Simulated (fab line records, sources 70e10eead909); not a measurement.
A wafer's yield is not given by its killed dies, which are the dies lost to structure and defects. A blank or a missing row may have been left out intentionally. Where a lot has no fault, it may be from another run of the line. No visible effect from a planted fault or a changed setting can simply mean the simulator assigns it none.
What tool caused it?	flow nand_harc	6 lots, 18 wafers sampled, at 1 step of a route of 1159

== WHAT THE GAUGES SHOWED, per wafer ==
NHARC_P_START_INSPECT_01.
lot	measured	on	raw_defect_count
L461	day 2 06:02	defect_inspect-02	3 5 1
L463	day 2 18:03	defect_inspect-02	4 4 5
L469	day 4 06:02	defect_inspect-02	2 4 2
L471	day 4 18:02	defect_inspect-02	1 4 2
L474	day 5 12:02	defect_inspect-02	2 5 4
L479	day 6 18:02	defect_inspect-02	5 3 3

== WHAT TOOL EACH LOT RAN ON (gives the tool, then ch and the chambers of the sampled wafers, and finally the start) ==
Record: no process step prior to these readings.

== THE ANSWER, worked out from the rows above alone ==
Rule: the lots themselves supply what counts as usual. The widest of any qualifying gaps counts: lots, ordered by their means at a reading, are off when they make up no more than a third of the lots, leave a main group of 4 or more, and stand apart from it by 3 or more times the standard deviation of that group's means. Not used: any main group whose means are identical at the precision the tables above print for the reading. A lot without any number at a reading at which 4 lots or more have one is off too. Any other lot the step has rows for is counted as sound.
Across all readings shown, no lot is off: no conclusion can be drawn from this.

== WHAT THE SIMULATOR PUT IN ==
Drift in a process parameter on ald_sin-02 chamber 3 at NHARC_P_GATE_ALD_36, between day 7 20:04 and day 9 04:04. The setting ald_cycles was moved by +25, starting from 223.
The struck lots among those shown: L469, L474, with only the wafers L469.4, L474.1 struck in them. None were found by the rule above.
